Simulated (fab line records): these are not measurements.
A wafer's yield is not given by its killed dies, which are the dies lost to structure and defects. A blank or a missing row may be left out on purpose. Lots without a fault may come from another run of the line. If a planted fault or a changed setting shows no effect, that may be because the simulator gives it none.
Lot-split experiment :: flow n5_finfet :: on a route of 1938 steps: 7 lots, 39 wafers read

SPLIT DETAILS
At N5_BEOL_M0_SAQP_PECVD_04 (deposits a-Si from SiH4/He, target thk 60 nm, time 60.2 s), the setting time_s was moved away from the recipe's 60.2 s on 12 of the 39 wafers read, by -47.8% to +19.2%. The other wafers ran this setting at the recipe's value.

FROM THE SPLIT TO THE READING: what the file shows between them, 5 steps
- N5_BEOL_M0_SAQP_THK_MEAS_05
- N5_BEOL_M0_SAQP_HM_DEP_111: deposits SiO2 from SiH4/N2O, target thk 12 nm, time 7.2 s
- N5_BEOL_M0_SAQP_COAT_81: time 60 s, resist thk 100 nm
- N5_BEOL_M0_SAQP_HM_OPEN_112: chemistry CHF3/O2, target SiO2, stops on a-Si, target depth 12 nm, time 13.5 s
- N5_BEOL_M0_SAQP_STRIP_113: strips in CHF3/O2

THE READING
oes_product_au, in a.u., at N5_BEOL_M0_SAQP_MANDREL_ETCH_20 (etches a-Si in HBr/Cl2, stops on SiNx, target depth 60 nm, bt time 10 s, time 30 s). Fault-free wafers of this fab line usually give 0.769 a.u., standard deviation 0.0082 a.u.

wafer: L075.1
tool, chamber at the split: pecvd-02, 2
time_s as run, s: 60.2
against the recipe: recipe
oes_product_au, a.u.: 0.760
against lot-mates on the recipe: -

wafer: L075.2
tool, chamber at the split: pecvd-02, 0
time_s as run, s: 60.2
against the recipe: recipe
oes_product_au, a.u.: 0.769
against lot-mates on the recipe: -

wafer: L075.3
tool, chamber at the split: pecvd-02, 1
time_s as run, s: 60.2
against the recipe: recipe
oes_product_au, a.u.: 0.762
against lot-mates on the recipe: -

wafer: L075.4
tool, chamber at the split: pecvd-02, 0
time_s as run, s: 60.2
against the recipe: recipe
oes_product_au, a.u.: 0.780
against lot-mates on the recipe: -

wafer: L075.5
tool, chamber at the split: pecvd-02, 2
time_s as run, s: 60.2
against the recipe: recipe
oes_product_au, a.u.: 0.758
against lot-mates on the recipe: -

wafer: L075.6
tool, chamber at the split: pecvd-02, 1
time_s as run, s: 60.2
against the recipe: recipe
oes_product_au, a.u.: 0.766
against lot-mates on the recipe: -

wafer: L079.1
tool, chamber at the split: pecvd-02, 1
time_s as run, s: 31.45
against the recipe: -47.8%
oes_product_au, a.u.: 0.570
against lot-mates on the recipe: -0.197

wafer: L079.2
tool, chamber at the split: pecvd-02, 2
time_s as run, s: 60.2
against the recipe: recipe
oes_product_au, a.u.: 0.755
against lot-mates on the recipe: -

wafer: L079.3
tool, chamber at the split: pecvd-02, 0
time_s as run, s: 60.2
against the recipe: recipe
oes_product_au, a.u.: 0.775
against lot-mates on the recipe: -

wafer: L079.4
tool, chamber at the split: pecvd-02, 2
time_s as run, s: 31.45
against the recipe: -47.8%
oes_product_au, a.u.: 0.553
against lot-mates on the recipe: -0.214

wafer: L079.5
tool, chamber at the split: pecvd-02, 0
time_s as run, s: 60.2
against the recipe: recipe
oes_product_au, a.u.: 0.772
against lot-mates on the recipe: -

wafer: L079.6
tool, chamber at the split: pecvd-02, 1
time_s as run, s: 31.45
against the recipe: -47.8%
oes_product_au, a.u.: 0.568
against lot-mates on the recipe: -0.199

wafer: L084.1
tool, chamber at the split: pecvd-01, 0
time_s as run, s: 60.2
against the recipe: recipe
oes_product_au, a.u.: 0.782
against lot-mates on the recipe: -

wafer: L084.2
tool, chamber at the split: pecvd-01, 1
time_s as run, s: 71.74
against the recipe: +19.2%
oes_product_au, a.u.: 0.843
against lot-mates on the recipe: +0.067

wafer: L084.3
tool, chamber at the split: pecvd-01, 1
time_s as run, s: 71.74
against the recipe: +19.2%
oes_product_au, a.u.: 0.866
against lot-mates on the recipe: +0.090

wafer: L084.4
tool, chamber at the split: pecvd-01, 0
time_s as run, s: 60.2
against the recipe: recipe
oes_product_au, a.u.: 0.774
against lot-mates on the recipe: -

wafer: L084.5
tool, chamber at the split: pecvd-01, 0
time_s as run, s: 60.2
against the recipe: recipe
oes_product_au, a.u.: 0.773
against lot-mates on the recipe: -

wafer: L084.6
tool, chamber at the split: pecvd-01, 1
time_s as run, s: 71.74
against the recipe: +19.2%
oes_product_au, a.u.: 0.845
against lot-mates on the recipe: +0.069

wafer: L085.2
tool, chamber at the split: pecvd-03, 1
time_s as run, s: 60.2
against the recipe: recipe
oes_product_au, a.u.: 0.771
against lot-mates on the recipe: -

wafer: L085.4
tool, chamber at the split: pecvd-03, 0
time_s as run, s: 60.2
against the recipe: recipe
oes_product_au, a.u.: 0.771
against lot-mates on the recipe: -

wafer: L085.6
tool, chamber at the split: pecvd-03, 2
time_s as run, s: 60.2
against the recipe: recipe
oes_product_au, a.u.: 0.792
against lot-mates on the recipe: -

wafer: L092.1
tool, chamber at the split: pecvd-03, 0
time_s as run, s: 60.2
against the recipe: recipe
oes_product_au, a.u.: 0.755
against lot-mates on the recipe: -

wafer: L092.2
tool, chamber at the split: pecvd-03, 1
time_s as run, s: 31.91
against the recipe: -47.0%
oes_product_au, a.u.: 0.562
against lot-mates on the recipe: -0.200

wafer: L092.3
tool, chamber at the split: pecvd-03, 1
time_s as run, s: 31.91
against the recipe: -47.0%
oes_product_au, a.u.: 0.564
against lot-mates on the recipe: -0.198

wafer: L092.4
tool, chamber at the split: pecvd-03, 0,1
time_s as run, s: 60.2
against the recipe: recipe
oes_product_au, a.u.: 0.765
against lot-mates on the recipe: -

wafer: L092.5
tool, chamber at the split: pecvd-03, 0,1
time_s as run, s: 60.2
against the recipe: recipe
oes_product_au, a.u.: 0.767
against lot-mates on the recipe: -

wafer: L092.6
tool, chamber at the split: pecvd-03, 0
time_s as run, s: 31.91
against the recipe: -47.0%
oes_product_au, a.u.: 0.554
against lot-mates on the recipe: -0.208

wafer: L096.1
tool, chamber at the split: pecvd-03, 2,0
time_s as run, s: 60.2
against the recipe: recipe
oes_product_au, a.u.: 0.771
against lot-mates on the recipe: -

wafer: L096.2
tool, chamber at the split: pecvd-03, 0
time_s as run, s: 60.2
against the recipe: recipe
oes_product_au, a.u.: 0.765
against lot-mates on the recipe: -

wafer: L096.3
tool, chamber at the split: pecvd-03, 1
time_s as run, s: 60.2
against the recipe: recipe
oes_product_au, a.u.: 0.764
against lot-mates on the recipe: -

wafer: L096.4
tool, chamber at the split: pecvd-03, 2,0
time_s as run, s: 60.2
against the recipe: recipe
oes_product_au, a.u.: 0.773
against lot-mates on the recipe: -

wafer: L096.5
tool, chamber at the split: pecvd-03, 1
time_s as run, s: 60.2
against the recipe: recipe
oes_product_au, a.u.: 0.770
against lot-mates on the recipe: -

wafer: L096.6
tool, chamber at the split: pecvd-03, 2
time_s as run, s: 60.2
against the recipe: recipe
oes_product_au, a.u.: 0.775
against lot-mates on the recipe: -

wafer: L097.1
tool, chamber at the split: pecvd-02, 1
time_s as run, s: 60.2
against the recipe: recipe
oes_product_au, a.u.: 0.768
against lot-mates on the recipe: -

wafer: L097.2
tool, chamber at the split: pecvd-02, 0
time_s as run, s: 60.2
against the recipe: recipe
oes_product_au, a.u.: 0.765
against lot-mates on the recipe: -

wafer: L097.3
tool, chamber at the split: pecvd-02, 2
time_s as run, s: 40.4
against the recipe: -32.9%
oes_product_au, a.u.: 0.612
against lot-mates on the recipe: -0.153

wafer: L097.4
tool, chamber at the split: pecvd-02, 1
time_s as run, s: 60.2
against the recipe: recipe
oes_product_au, a.u.: 0.763
against lot-mates on the recipe: -

wafer: L097.5
tool, chamber at the split: pecvd-02, 2
time_s as run, s: 40.4
against the recipe: -32.9%
oes_product_au, a.u.: 0.607
against lot-mates on the recipe: -0.158

wafer: L097.6
tool, chamber at the split: pecvd-02, 0
time_s as run, s: 40.4
against the recipe: -32.9%
oes_product_au, a.u.: 0.625
against lot-mates on the recipe: -0.140
Where a row lists several chambers, the file gives one row for several wafers and doesn't say which wafer went through which chamber.

FIT RESULTS
A straight line over all 39 wafers: oes_product_au changes by +0.00441 a.u. for each +1% of time_s; r = +1.00; the points scatter about the line by 0.0087 a.u.
The same after taking each lot's own level away (the mean of its wafers on the recipe; 39 wafers): +0.00429 a.u. for each +1%; r = +1.00; scatter 0.0077 a.u.
On that fit, the largest move of time_s shifts the reading by 0.21 a.u.
The lots' own levels span 0.7623 to 0.7780 a.u., that is 1.9 times the standard deviation above.
So the lot-to-lot level changes the slope little: the two slopes agree.
Check: with one of the wafers moved furthest among these (-47.8%) left out of the fit, the line predicts -0.208 a.u. for it against its lot-mates. It came out at -0.197 a.u. against them.

OTHER SPLITS APPLIED TO THESE WAFERS
Before the reading, these wafers also passed through other splits. Each is held against what the fit with the lots' levels taken away leaves over:
other split on the same wafers: N5_DUMMY_GATE_PECVD_30 time_s
wafers away from the commonest value: 9
r with oes_product_au (lot level and that fit taken away): -0.26

other split on the same wafers: N5_HKMG_FIN_ETCH_55 time_s
wafers away from the commonest value: 18
r with oes_product_au (lot level and that fit taken away): -0.24

other split on the same wafers: N5_HKMG_FIN_ETCH_35 time_s
wafers away from the commonest value: 12
r with oes_product_au (lot level and that fit taken away): -0.25

THE WHOLE CHAIN: every reading that the file lists as answering this split, in the file's order
step: N5_BEOL_M0_SAQP_PECVD_04
what it does: deposits a-Si from SiH4/He, target thk 60 nm, time 60.2 s
reading: a-Si_of_BEOL_M0_SAQP_PECVD_04.thk_nm (the simulator's own value, which no gauge read)
change (the file's fit): +0.595 nm for each +1% of the setting
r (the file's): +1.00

step: N5_BEOL_M0_SAQP_THK_MEAS_05
what it does: 
reading: thk_nm
change (the file's fit): withheld for each +1% of the setting
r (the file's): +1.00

step: N5_BEOL_M0_SAQP_MANDREL_ETCH_20
what it does: etches a-Si in HBr/Cl2, stops on SiNx, target depth 60 nm, bt time 10 s, time 30 s
reading: oes_product_au
change (the file's fit): +0.00432 a.u. for each +1% of the setting
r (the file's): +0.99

step: N5_BEOL_M0_SAQP_MANDREL_ETCH_20
what it does: etches a-Si in HBr/Cl2, stops on SiNx, target depth 60 nm, bt time 10 s, time 30 s
reading: etch.depth_nm (the simulator's own value, which no gauge read)
change (the file's fit): +0.595 nm for each +1% of the setting
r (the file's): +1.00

FILE'S OWN FIT
oes_product_au changes by +0.00432 a.u. for each +1% of time_s, r = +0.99.
